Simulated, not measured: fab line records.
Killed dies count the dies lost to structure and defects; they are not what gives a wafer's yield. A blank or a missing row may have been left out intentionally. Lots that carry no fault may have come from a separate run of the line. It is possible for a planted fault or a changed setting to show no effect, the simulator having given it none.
The tool behind it: which one? :: flow nand-harc :: 42 wafers from 14 lots sampled at 6 of the route's 1302 steps

== WHAT EACH GAUGE READ, for each wafer ==
NHARC_A_SOURCE_PLATE_THK_MEAS_06: measures by ellipsometry. Usual: thk-nm reads 199.6 nm (standard deviation 1.9).
lot: L675
measured: day 7 22:09
on: film-metro-02
thk-nm (nm): 199.1 197.0 199.1
flag: 

lot: L676
measured: day 8 11:48
on: film-metro-02
thk-nm (nm): 197.6 199.2 198.6
flag: 

lot: L679
measured: day 9 21:11
on: film-metro-01
thk-nm (nm): 196.2 200.3 198.7
flag: 

lot: L680
measured: day 10 07:10
on: film-metro-01
thk-nm (nm): 198.2 196.6 196.7
flag: 

lot: L682
measured: day 11 02:50
on: film-metro-01
thk-nm (nm): 50.8 48.9 49.8
flag: OFF

lot: L683
measured: day 11 06:05
on: film-metro-02
thk-nm (nm): 51.0 51.3 49.4
flag: OFF

lot: L684
measured: day 12 01:36
on: film-metro-01
thk-nm (nm): 52.1 50.0 48.0
flag: OFF

lot: L686
measured: day 12 12:58
on: film-metro-02
thk-nm (nm): 202.2 200.0 200.3
flag: 

lot: L689
measured: day 13 20:17
on: film-metro-01
thk-nm (nm): 199.8 198.8 196.2
flag: 

lot: L688
measured: day 13 20:18
on: film-metro-02
thk-nm (nm): 197.0 198.7 202.4
flag: 

lot: L690
measured: day 14 12:41
on: film-metro-02
thk-nm (nm): 201.0 202.1 199.2
flag: 

lot: L693
measured: day 15 23:26
on: film-metro-01
thk-nm (nm): 197.1 201.0 199.7
flag: 

lot: L695
measured: day 16 17:25
on: film-metro-01
thk-nm (nm): 197.8 200.6 201.8
flag: 

lot: L696
measured: day 16 21:05
on: film-metro-01
thk-nm (nm): 198.1 199.2 198.8
flag: 

NHARC_A_ONON_D1_THK_MEAS_18: measures by ellipsometry. Usual: thk-nm reads 1001 nm (standard deviation 12).
lot: L675
measured: day 8 08:50
on: film-metro-02
thk-nm (nm): 1008 1008 1009
flag: 

lot: L676
measured: day 9 00:11
on: film-metro-02
thk-nm (nm): 996 996 995
flag: 

lot: L679
measured: day 10 12:26
on: film-metro-02
thk-nm (nm): 987 987 988
flag: 

lot: L680
measured: day 10 20:09
on: film-metro-02
thk-nm (nm): 1010 1010 1010
flag: 

lot: L686
measured: day 12 23:40
on: film-metro-01
thk-nm (nm): 990 991 989
flag: 

lot: L689
measured: day 14 09:59
on: film-metro-01
thk-nm (nm): 1005 1004 1005
flag: 

lot: L688
measured: day 14 09:38
on: film-metro-02
thk-nm (nm): 1000 1000 1001
flag: 

lot: L690
measured: day 14 23:27
on: film-metro-01
thk-nm (nm): 998 1000 1002
flag: 

lot: L693
measured: day 16 10:11
on: film-metro-01
thk-nm (nm): 997 998 998
flag: 

lot: L695
measured: day 17 04:09
on: film-metro-01
thk-nm (nm): 1009 1007 1008
flag: 

lot: L696
measured: day 17 11:59
on: film-metro-02
thk-nm (nm): 989 990 988
flag: 

NHARC_END_SORT_01. Usual: killed-at-array 49, standard deviation 19; killed-at-other 0.9, standard deviation 1.1; killed-at-periphery 4.0, standard deviation 2.7; killed-dies 54, standard deviation 19; killed-open 3.3, standard deviation 1.8; killed-short 2.6, standard deviation 1.6.
lot: L682
measured: day 27 22:02
on: prober-01
killed-at-array: 677 675 671
killed-at-other: 0 1 3
killed-at-periphery: 0 1 3
killed-dies: 677 677 677
killed-open: 0 2 3
killed-short: 0 4 7
flag: OFF

== WHICH TOOL RAN EACH LOT (tool, then ch and the chambers of the sampled wafers, then the start) ==
lot: L675
NHARC_P_BONDPAD_DEGAS_25: pvd-sputter-01, day 6 23:22
NHARC_A_ZERO_WELL_ETCH_13: rie-si-05 ch 1,2,3, day 7 02:38
NHARC_A_SOURCE_PLATE_CVD_03: lpcvd-poly-01 ch 0, day 7 11:44

lot: L676
NHARC_P_BONDPAD_DEGAS_25: pvd-sputter-01, day 7 10:52
NHARC_A_ZERO_WELL_ETCH_13: rie-si-01 ch 1,2,3, day 7 14:07
NHARC_A_SOURCE_PLATE_CVD_03: lpcvd-poly-03 ch 0, day 8 01:26

lot: L679
NHARC_P_BONDPAD_DEGAS_25: pvd-sputter-02, day 8 18:25
NHARC_A_ZERO_WELL_ETCH_13: rie-si-05 ch 0,2, day 8 21:37
NHARC_A_SOURCE_PLATE_CVD_03: lpcvd-poly-01 ch 0, day 9 08:37

lot: L680
NHARC_P_BONDPAD_DEGAS_25: pvd-sputter-01, day 9 05:56
NHARC_A_ZERO_WELL_ETCH_13: rie-si-05 ch 0,1,2, day 9 09:16
NHARC_A_SOURCE_PLATE_CVD_03: lpcvd-poly-01 ch 0, day 9 20:37

lot: L682
NHARC_P_BONDPAD_DEGAS_25: pvd-sputter-03, day 10 02:18
NHARC_A_ZERO_WELL_ETCH_13: rie-si-01 ch 0,3, day 10 05:32
NHARC_A_SOURCE_PLATE_CVD_03: lpcvd-poly-03, day 10 16:32

lot: L683
NHARC_P_BONDPAD_DEGAS_25: pvd-sputter-02, day 10 05:49
NHARC_A_ZERO_WELL_ETCH_13: rie-si-05 ch 0,1,2, day 10 09:06
NHARC_A_SOURCE_PLATE_CVD_03: lpcvd-poly-04, day 10 19:37

lot: L684
NHARC_P_BONDPAD_DEGAS_25: pvd-sputter-01, day 11 01:34
NHARC_A_ZERO_WELL_ETCH_13: rie-si-03 ch 0,1,2, day 11 04:52
NHARC_A_SOURCE_PLATE_CVD_03: lpcvd-poly-01, day 11 15:23

lot: L686
NHARC_P_BONDPAD_DEGAS_25: pvd-sputter-01, day 11 12:19
NHARC_A_ZERO_WELL_ETCH_13: rie-si-01 ch 0,2,3, day 11 15:37
NHARC_A_SOURCE_PLATE_CVD_03: lpcvd-poly-04 ch 0, day 12 02:38

lot: L689
NHARC_P_BONDPAD_DEGAS_25: pvd-sputter-01, day 12 18:52
NHARC_A_ZERO_WELL_ETCH_13: rie-si-01 ch 1,2,3, day 12 22:07
NHARC_A_SOURCE_PLATE_CVD_03: lpcvd-poly-03 ch 0, day 13 08:56

lot: L688
NHARC_P_BONDPAD_DEGAS_25: pvd-sputter-03, day 12 20:10
NHARC_A_ZERO_WELL_ETCH_13: rie-si-01 ch 0,3, day 12 23:27
NHARC_A_SOURCE_PLATE_CVD_03: lpcvd-poly-03 ch 0, day 13 08:56

lot: L690
NHARC_P_BONDPAD_DEGAS_25: pvd-sputter-02, day 13 13:02
NHARC_A_ZERO_WELL_ETCH_13: rie-si-05 ch 1,2, day 13 16:19
NHARC_A_SOURCE_PLATE_CVD_03: lpcvd-poly-03 ch 0, day 14 02:45

lot: L693
NHARC_P_BONDPAD_DEGAS_25: pvd-sputter-01, day 14 21:46
NHARC_A_ZERO_WELL_ETCH_13: rie-si-01 ch 0,3, day 15 01:02
NHARC_A_SOURCE_PLATE_CVD_03: lpcvd-poly-01 ch 0, day 15 13:03

lot: L695
NHARC_P_BONDPAD_DEGAS_25: pvd-sputter-01, day 15 17:16
NHARC_A_ZERO_WELL_ETCH_13: rie-si-03 ch 2,3, day 15 20:25
NHARC_A_SOURCE_PLATE_CVD_03: lpcvd-poly-03 ch 0, day 16 06:58

lot: L696
NHARC_P_BONDPAD_DEGAS_25: pvd-sputter-02, day 15 20:27
NHARC_A_ZERO_WELL_ETCH_13: rie-si-03 ch 0,1,3, day 15 23:38
NHARC_A_SOURCE_PLATE_CVD_03: lpcvd-poly-03 ch 0, day 16 10:41
- NHARC_P_BONDPAD_DEGAS_25: time 60 s.
- NHARC_A_ZERO_WELL_ETCH_13: etches the open film in HBr/Cl2, target depth 120 nm, time 40.1 s.
- NHARC_A_SOURCE_PLATE_CVD_03: deposits poly-Si, target thk 200 nm, time 4000 s.

== AS READ BY THE TOOLS THEMSELVES (means over the sampled wafers that have a number; for cases with no such wafer, the mark the record gives instead) ==
NHARC_P_BONDPAD_DEGAS_25. Usual: heater-power-w reads 464 W (standard deviation 45).
lot: L675
tool: pvd-sputter-01
heater-power-w (W): 449
flag: 

lot: L676
tool: pvd-sputter-01
heater-power-w (W): 458
flag: 

lot: L679
tool: pvd-sputter-02
heater-power-w (W): 455
flag: 

lot: L680
tool: pvd-sputter-01
heater-power-w (W): 500
flag: 

lot: L682
tool: pvd-sputter-03
heater-power-w (W): 427
flag: 

lot: L683
tool: pvd-sputter-02
heater-power-w (W): 495
flag: 

lot: L684
tool: pvd-sputter-01
heater-power-w (W): 476
flag: 

lot: L686
tool: pvd-sputter-01
heater-power-w (W): 449
flag: 

lot: L689
tool: pvd-sputter-01
heater-power-w (W): 464
flag: 

lot: L688
tool: pvd-sputter-03
heater-power-w (W): 434
flag: 

lot: L690
tool: pvd-sputter-02
heater-power-w (W): 459
flag: 

lot: L693
tool: pvd-sputter-01
heater-power-w (W): 446
flag: 

lot: L695
tool: pvd-sputter-01
heater-power-w (W): 443
flag: 

lot: L696
tool: pvd-sputter-02
heater-power-w (W): 461
flag: 

NHARC_A_ZERO_WELL_ETCH_13. Usual: drypump-motor-current-A 5.9 A, standard deviation 0.5; oes-product-au 1.000 a.u., standard deviation 0.0095; throttle-valve-pct 26.407 %, standard deviation 0.0085.
lot: L675
tool: rie-si-05
drypump-motor-current-A (A): 6.2
oes-product-au (a.u.): 1.003
throttle-valve-pct (%): 26.410
flag: 

lot: L676
tool: rie-si-01
drypump-motor-current-A (A): 5.8
oes-product-au (a.u.): 0.998
throttle-valve-pct (%): 26.399
flag: 

lot: L679
tool: rie-si-05
drypump-motor-current-A (A): 6.0
oes-product-au (a.u.): 1.010
throttle-valve-pct (%): 26.404
flag: 

lot: L680
tool: rie-si-05
drypump-motor-current-A (A): 6.0
oes-product-au (a.u.): 0.995
throttle-valve-pct (%): 26.408
flag: 

lot: L682
tool: rie-si-01
drypump-motor-current-A (A): 6.3
oes-product-au (a.u.): 1.007
throttle-valve-pct (%): 26.404
flag: 

lot: L683
tool: rie-si-05
drypump-motor-current-A (A): 6.1
oes-product-au (a.u.): 1.006
throttle-valve-pct (%): 26.411
flag: 

lot: L684
tool: rie-si-03
drypump-motor-current-A (A): 5.6
oes-product-au (a.u.): 0.996
throttle-valve-pct (%): 26.406
flag: 

lot: L686
tool: rie-si-01
drypump-motor-current-A (A): 6.1
oes-product-au (a.u.): 0.994
throttle-valve-pct (%): 26.412
flag: 

lot: L689
tool: rie-si-01
drypump-motor-current-A (A): 5.8
oes-product-au (a.u.): 0.989
throttle-valve-pct (%): 26.409
flag: 

lot: L688
tool: rie-si-01
drypump-motor-current-A (A): 6.3
oes-product-au (a.u.): 0.994
throttle-valve-pct (%): 26.406
flag: 

lot: L690
tool: rie-si-05
drypump-motor-current-A (A): 6.4
oes-product-au (a.u.): 0.991
throttle-valve-pct (%): 26.398
flag: 

lot: L693
tool: rie-si-01
drypump-motor-current-A (A): 6.3
oes-product-au (a.u.): 1.004
throttle-valve-pct (%): 26.402
flag: 

lot: L695
tool: rie-si-03
drypump-motor-current-A (A): 5.5
oes-product-au (a.u.): 1.010
throttle-valve-pct (%): 26.414
flag: 

lot: L696
tool: rie-si-03
drypump-motor-current-A (A): 5.8
oes-product-au (a.u.): 1.010
throttle-valve-pct (%): 26.402
flag: 

NHARC_A_SOURCE_PLATE_CVD_03. Usual: pressure-mtorr 200.1 mTorr, standard deviation 0.38; run-length-s 4001.1 s, standard deviation 0.49; zone-power-upper-pct 8.4 %, standard deviation 0.73.
lot: L675
tool: lpcvd-poly-01
pressure-mtorr (mTorr): 199.8
run-length-s (s): 4000.4
zone-power-upper-pct (%): 9.4
flag: 

lot: L676
tool: lpcvd-poly-03
pressure-mtorr (mTorr): 200.7
run-length-s (s): 4001.5
zone-power-upper-pct (%): 8.0
flag: 

lot: L679
tool: lpcvd-poly-01
pressure-mtorr (mTorr): 200.7
run-length-s (s): 4000.2
zone-power-upper-pct (%): 9.5
flag: 

lot: L680
tool: lpcvd-poly-01
pressure-mtorr (mTorr): 200.2
run-length-s (s): 4000.3
zone-power-upper-pct (%): 9.5
flag: 

lot: L682
tool: lpcvd-poly-03
pressure-mtorr (mTorr): -
run-length-s (s): -
zone-power-upper-pct (%): -
flag: OFF

lot: L683
tool: lpcvd-poly-04
pressure-mtorr (mTorr): -
run-length-s (s): -
zone-power-upper-pct (%): -
flag: OFF

lot: L684
tool: lpcvd-poly-01
pressure-mtorr (mTorr): -
run-length-s (s): -
zone-power-upper-pct (%): -
flag: OFF

lot: L686
tool: lpcvd-poly-04
pressure-mtorr (mTorr): 200.5
run-length-s (s): 4000.4
zone-power-upper-pct (%): 7.3
flag: 

lot: L689
tool: lpcvd-poly-03
pressure-mtorr (mTorr): 199.8
run-length-s (s): 4001.5
zone-power-upper-pct (%): 8.1
flag: 

lot: L688
tool: lpcvd-poly-03
pressure-mtorr (mTorr): 199.9
run-length-s (s): 4001.8
zone-power-upper-pct (%): 8.1
flag: 

lot: L690
tool: lpcvd-poly-03
pressure-mtorr (mTorr): 199.5
run-length-s (s): 4001.7
zone-power-upper-pct (%): 8.1
flag: 

lot: L693
tool: lpcvd-poly-01
pressure-mtorr (mTorr): 200.1
run-length-s (s): 4000.8
zone-power-upper-pct (%): 9.4
flag: 

lot: L695
tool: lpcvd-poly-03
pressure-mtorr (mTorr): 200.1
run-length-s (s): 4001.6
zone-power-upper-pct (%): 8.1
flag: 

lot: L696
tool: lpcvd-poly-03
pressure-mtorr (mTorr): 199.8
run-length-s (s): 4001.2
zone-power-upper-pct (%): 8.1
flag: 

== THE ANSWER, worked out from the rows above alone ==
Rule: a lot is off if the mean of its wafers that have a number lies more than 3 standard deviations from the usual mean. Also off: a lot with no number at a reading for which 4 or more lots have one. All remaining lots with rows at the step are treated as sound. The gauges are gone through in route order, then the tools' own readings, and for those a lot's mean is taken as printed above. The first step at which some lot is off is used, and at that step the reading that is off furthest; a lot without a number counts as furthest.
Off: L682, L683, L684, at NHARC_A_SOURCE_PLATE_THK_MEAS_06 (thk-nm).
A tool fits if, at a process step before that reading, it ran every lot that is off, and no sound lot after the first of them. The gauges at NHARC_A_SOURCE_PLATE_THK_MEAS_06 aren't tried: what is off there is off at NHARC_A_SOURCE_PLATE_CVD_03 too, on other tools, and a gauge's error can't cause that. None of those tried fits.

== WHAT THE SIMULATOR HAD PUT IN ==
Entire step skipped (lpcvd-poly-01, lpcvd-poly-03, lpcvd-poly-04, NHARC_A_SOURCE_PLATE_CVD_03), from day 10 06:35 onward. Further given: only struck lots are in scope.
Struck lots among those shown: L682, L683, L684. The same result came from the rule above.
